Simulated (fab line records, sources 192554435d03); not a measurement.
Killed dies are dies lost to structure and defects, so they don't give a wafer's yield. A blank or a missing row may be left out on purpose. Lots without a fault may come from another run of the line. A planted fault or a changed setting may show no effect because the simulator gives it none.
Which tool did it? | flow n5_finfet | 24 lots, 72 wafers sampled, at 6 steps of a route of 1938

WHAT THE GAUGES READ, wafer by wafer
N5_BEOL_M9_OVL_MEAS_29. Usual: V8_OVL 0.2 nm, standard deviation 0.66.
lot  | measured     | on         | V8_OVL (nm)    | flag
L074 | day 9 07:46  | overlay-02 | 0.6 -0.1 0.2   |
L075 | day 9 17:31  | overlay-02 | 0.0 0.7 1.1    |
L076 | day 10 01:26 | overlay-02 | -0.2 -0.2 0.2  |
L077 | day 10 02:02 | overlay-02 | 0.3 0.6 1.1    |
L078 | day 10 07:57 | overlay-02 | -1.2 -0.4 -0.3 |
L079 | day 10 11:07 | overlay-02 | 1.0 0.6 0.7    |
L080 | day 10 20:05 | overlay-01 | 0.4 -0.5 0.4   |
L081 | day 11 13:04 | overlay-02 | 0.8 1.3 0.4    |
L082 | day 11 21:24 | overlay-01 | 0.2 0.5 0.0    |
L084 | day 12 04:31 | overlay-01 | 0.1 -0.7 0.5   |
L085 | day 12 04:41 | overlay-01 | 0.5 0.0 0.3    |
L083 | day 12 07:14 | overlay-01 | -0.3 0.2 -0.8  |
L086 | day 13 00:23 | overlay-02 | 0.4 -0.4 0.5   |
L087 | day 13 00:38 | overlay-02 | -0.1 0.5 0.3   |
L088 | day 13 01:57 | overlay-01 | -1.5 -0.5 -1.1 |
L089 | day 13 13:38 | overlay-01 | 0.5 0.5 -0.2   |
L090 | day 13 20:53 | overlay-01 | 1.2 0.8 1.3    |
L091 | day 14 01:40 | overlay-01 | 0.7 0.6 0.9    |
L092 | day 14 04:58 | overlay-02 | 1.1 -0.3 -0.7  |
L094 | day 14 13:50 | overlay-02 | -0.3 -0.2 -0.3 |
L093 | day 14 15:08 | overlay-01 | 0.3 -0.1 0.4   |
L095 | day 14 20:44 | overlay-01 | -0.7 -1.0 -0.6 |
L097 | day 15 06:21 | overlay-02 | -0.4 0.8 0.9   |
L096 | day 15 08:13 | overlay-02 | 0.8 0.5 0.6    |

N5_BEOL_M9_INSPECT_30: inspects for defects (brightfield). Usual: raw_defect_count 438, standard deviation 94.
lot  | measured     | on                | raw_defect_count | flag
L074 | day 9 07:49  | defect_inspect-01 | 328 372 464      |
L075 | day 9 17:34  | defect_inspect-02 | 502 471 568      |
L076 | day 10 01:29 | defect_inspect-02 | 579 473 509      |
L077 | day 10 02:05 | defect_inspect-02 | 339 408 598      |
L078 | day 10 08:01 | defect_inspect-01 | 385 251 387      |
L079 | day 10 11:10 | defect_inspect-02 | 402 397 336      |
L080 | day 10 20:08 | defect_inspect-02 | 515 455 421      |
L081 | day 11 13:07 | defect_inspect-02 | 461 457 461      |
L082 | day 11 21:27 | defect_inspect-01 | 472 343 312      |
L084 | day 12 04:34 | defect_inspect-02 | 365 259 394      |
L085 | day 12 04:44 | defect_inspect-02 | 447 331 621      |
L083 | day 12 07:17 | defect_inspect-02 | 469 484 556      |
L086 | day 13 00:26 | defect_inspect-02 | 523 709 508      |
L087 | day 13 00:41 | defect_inspect-01 | 542 458 400      |
L088 | day 13 02:01 | defect_inspect-02 | 524 426 406      |
L089 | day 13 13:41 | defect_inspect-01 | 416 410 408      |
L090 | day 13 20:57 | defect_inspect-01 | 283 385 527      |
L091 | day 14 01:44 | defect_inspect-02 | 472 366 698      |
L092 | day 14 05:01 | defect_inspect-02 | 380 379 491      |
L094 | day 14 13:53 | defect_inspect-02 | 375 509 418      |
L093 | day 14 15:12 | defect_inspect-02 | 371 526 356      |
L095 | day 14 20:48 | defect_inspect-02 | 775 518 535      |
L097 | day 15 06:24 | defect_inspect-01 | 395 442 371      |
L096 | day 15 08:17 | defect_inspect-02 | 312 478 448      |

N5_BEOL_M10_CD_MEAS_11: target cd 64.1 nm. Usual: cd_nm 64.4 nm, standard deviation 0.76.
lot  | measured     | on        | cd_nm (nm)     | flag
L074 | day 9 12:25  | cd_sem-01 | 64.3 64.4 64.2 |
L075 | day 10 00:53 | cd_sem-03 | 65.5 63.6 63.4 |
L076 | day 10 08:48 | cd_sem-01 | 65.6 63.1 64.4 |
L077 | day 10 08:52 | cd_sem-02 | 63.4 64.0 64.4 |
L078 | day 10 15:21 | cd_sem-02 | 64.1 63.5 65.1 |
L079 | day 10 16:10 | cd_sem-02 | 64.7 64.1 64.0 |
L080 | day 11 02:07 | cd_sem-01 | 64.8 65.4 65.1 |
L081 | day 11 18:13 | cd_sem-03 | 64.5 64.8 66.0 |
L082 | day 12 01:52 | cd_sem-03 | 64.4 65.4 64.5 |
L084 | day 12 09:35 | cd_sem-01 | 64.6 65.0 66.0 |
L085 | day 12 09:40 | cd_sem-02 | 64.0 64.5 64.2 |
L083 | day 12 13:13 | cd_sem-01 | 63.2 64.5 62.9 |
L086 | day 13 06:52 | cd_sem-03 | 63.2 64.2 64.7 |
L087 | day 13 07:02 | cd_sem-01 | 64.3 65.2 65.1 |
L088 | day 13 10:48 | cd_sem-02 | 65.7 64.0 64.4 |
L089 | day 13 19:07 | cd_sem-02 | 64.8 65.1 64.3 |
L090 | day 14 04:02 | cd_sem-01 | 63.6 62.4 62.7 |
L091 | day 14 07:02 | cd_sem-02 | 65.0 65.2 64.7 |
L092 | day 14 10:59 | cd_sem-02 | 64.6 65.1 63.7 |
L094 | day 14 18:22 | cd_sem-03 | 65.7 64.7 65.7 |
L093 | day 14 21:38 | cd_sem-03 | 64.7 64.5 64.1 |
L095 | day 15 03:57 | cd_sem-03 | 64.7 63.2 64.0 |
L097 | day 15 13:13 | cd_sem-01 | 63.2 63.8 62.5 |
L096 | day 15 13:25 | cd_sem-01 | 64.3 64.1 63.8 |

N5_BEOL_M10_CD_MEAS_35: target cd 70 nm. Usual: cd_nm 70.1 nm, standard deviation 0.8.
lot  | measured     | on        | cd_nm (nm)     | flag
L074 | day 9 14:10  | cd_sem-02 | 68.9 70.1 69.1 |
L075 | day 10 05:01 | cd_sem-02 | 70.5 69.6 69.2 |
L076 | day 10 11:51 | cd_sem-02 | 71.5 69.7 70.3 |
L077 | day 10 12:12 | cd_sem-01 | 68.8 70.3 70.5 |
L078 | day 10 20:52 | cd_sem-03 | 69.3 68.7 70.5 |
L079 | day 10 21:02 | cd_sem-02 | 69.8 69.1 69.4 |
L080 | day 11 05:13 | cd_sem-02 | 70.3 71.1 70.7 |
L081 | day 11 22:39 | cd_sem-02 | 70.5 70.4 71.9 |
L082 | day 12 05:22 | cd_sem-02 | 69.1 70.9 69.9 |
L084 | day 12 12:04 | cd_sem-01 | 70.9 70.1 71.1 |
L085 | day 12 12:11 | cd_sem-02 | 69.3 70.8 69.9 |
L083 | day 12 15:34 | cd_sem-03 | 69.6 69.9 67.9 |
L086 | day 13 10:22 | cd_sem-02 | 68.7 70.1 69.7 |
L087 | day 13 10:50 | cd_sem-01 | 70.0 70.2 69.9 |
L088 | day 13 14:55 | cd_sem-03 | 71.3 69.8 70.3 |
L089 | day 13 21:11 | cd_sem-01 | 70.2 71.2 69.3 |
L090 | day 14 05:40 | cd_sem-02 | 69.0 68.4 68.5 |
L091 | day 14 11:13 | cd_sem-02 | 69.9 70.7 71.4 |
L092 | day 14 12:47 | cd_sem-01 | 70.8 70.9 69.3 |
L094 | day 14 21:19 | cd_sem-03 | 71.6 70.6 71.7 |
L093 | day 15 00:11 | cd_sem-03 | 70.2 69.5 70.2 |
L095 | day 15 07:01 | cd_sem-03 | 70.1 69.3 69.1 |
L097 | day 15 15:55 | cd_sem-03 | 69.7 70.2 69.0 |
L096 | day 15 16:01 | cd_sem-01 | 69.8 69.8 69.4 |

N5_BEOL_M10_THK_MEAS_53: measures by xrf. Usual: M10_THK 140 nm, standard deviation 4.1.
lot  | measured     | on            | M10_THK (nm) | flag
L074 | day 9 16:40  | film_metro-01 | 140 136 140  |
L075 | day 10 06:58 | film_metro-02 | 132 137 137  |
L076 | day 10 13:56 | film_metro-02 | 134 145 147  |
L077 | day 10 14:46 | film_metro-02 | 134 139 136  |
L078 | day 10 23:30 | film_metro-02 | 140 140 142  |
L079 | day 11 01:23 | film_metro-01 | 135 136 132  |
L080 | day 11 07:58 | film_metro-01 | 137 145 135  |
L081 | day 12 00:43 | film_metro-01 | 137 146 139  |
L082 | day 12 07:49 | film_metro-02 | 142 141 141  |
L084 | day 12 15:28 | film_metro-02 | 139 150 143  |
L085 | day 12 15:56 | film_metro-01 | 142 149 145  |
L083 | day 12 19:28 | film_metro-01 | 135 135 137  |
L086 | day 13 13:00 | film_metro-01 | 139 139 144  |
L087 | day 13 13:16 | film_metro-02 | 130 140 146  |
L088 | day 13 17:07 | film_metro-01 | 147 145 143  |
L089 | day 14 00:43 | film_metro-02 | 142 141 142  |
L090 | day 14 07:55 | film_metro-02 | 146 147 145  |
L091 | day 14 14:27 | film_metro-02 | 144 136 143  |
L092 | day 14 15:40 | film_metro-02 | 137 134 138  |
L094 | day 14 23:59 | film_metro-02 | 143 143 141  |
L093 | day 15 02:29 | film_metro-01 | 138 139 144  |
L095 | day 15 10:19 | film_metro-01 | 142 141 143  |
L097 | day 15 19:12 | film_metro-01 | 146 145 144  |
L096 | day 15 18:15 | film_metro-02 | 135 143 138  |

WHICH TOOL RAN EACH LOT (tool, then ch and the chambers of the sampled wafers, then the start)
lot  | N5_BEOL_M10_HM_DEP_02
L074 | pvd_sputter-02, day 9 11:55
L075 | pvd_sputter-03, day 10 00:23
L076 | pvd_sputter-02, day 10 08:18
L077 | pvd_sputter-02, day 10 08:30
L078 | pvd_sputter-02, day 10 14:58
L079 | pvd_sputter-02, day 10 15:40
L080 | pvd_sputter-02, day 11 01:37
L081 | pvd_sputter-01, day 11 17:51
L082 | pvd_sputter-01, day 12 01:22
L084 | pvd_sputter-02, day 12 09:05
L085 | pvd_sputter-03, day 12 09:17
L083 | pvd_sputter-01, day 12 12:43
L086 | pvd_sputter-03, day 13 06:22
L087 | pvd_sputter-02, day 13 06:23
L088 | pvd_sputter-01, day 13 10:19
L089 | pvd_sputter-03, day 13 18:35
L090 | pvd_sputter-02, day 14 03:32
L091 | pvd_sputter-02, day 14 06:40
L092 | pvd_sputter-01, day 14 10:36
L094 | pvd_sputter-03, day 14 17:59
L093 | pvd_sputter-02, day 14 21:08
L095 | pvd_sputter-02, day 15 03:34
L097 | pvd_sputter-03, day 15 12:50
L096 | pvd_sputter-03, day 15 13:02
- N5_BEOL_M10_HM_DEP_02: deposits TiN, target thk 20 nm.

WHAT THE TOOLS THEMSELVES READ (means of the sampled wafers that have a number; where no wafer has one, the mark that the record gives instead)
N5_BEOL_M10_HM_DEP_02. Usual: throttle_valve_pct 29.7 %, standard deviation 0.74.
lot  | tool           | throttle_valve_pct (%) | flag
L074 | pvd_sputter-02 | 29.2                   |
L075 | pvd_sputter-03 | 30.2                   |
L076 | pvd_sputter-02 | 30.1                   |
L077 | pvd_sputter-02 | 29.6                   |
L078 | pvd_sputter-02 | 30.0                   |
L079 | pvd_sputter-02 | 29.6                   |
L080 | pvd_sputter-02 | 29.0                   |
L081 | pvd_sputter-01 | 29.4                   |
L082 | pvd_sputter-01 | 29.4                   |
L084 | pvd_sputter-02 | 29.0                   |
L085 | pvd_sputter-03 | 30.2                   |
L083 | pvd_sputter-01 | 29.2                   |
L086 | pvd_sputter-03 | 30.1                   |
L087 | pvd_sputter-02 | 29.5                   |
L088 | pvd_sputter-01 | 29.2                   |
L089 | pvd_sputter-03 | 30.2                   |
L090 | pvd_sputter-02 | 30.1                   |
L091 | pvd_sputter-02 | 29.5                   |
L092 | pvd_sputter-01 | 29.5                   |
L094 | pvd_sputter-03 | 30.7                   |
L093 | pvd_sputter-02 | 29.8                   |
L095 | pvd_sputter-02 | 29.5                   |
L097 | pvd_sputter-03 | 30.3                   |
L096 | pvd_sputter-03 | 29.6                   |

THE ANSWER, worked out from the rows above alone
Rule: a lot is off if the mean of its wafers that have a number lies more than 3 standard deviations from the usual mean. A lot without any number at a reading at which 4 lots or more have one is off too. The other lots that the step has rows for count as sound. The gauges are gone through in route order, then the tools' own readings, and for those a lot's mean is taken as printed above. The first step at which some lot is off is used, and at that step the reading that is off furthest; a lot without a number counts as furthest.
No lot is off at any reading shown: from this, nothing can be told.

WHAT THE SIMULATOR HAD PUT IN
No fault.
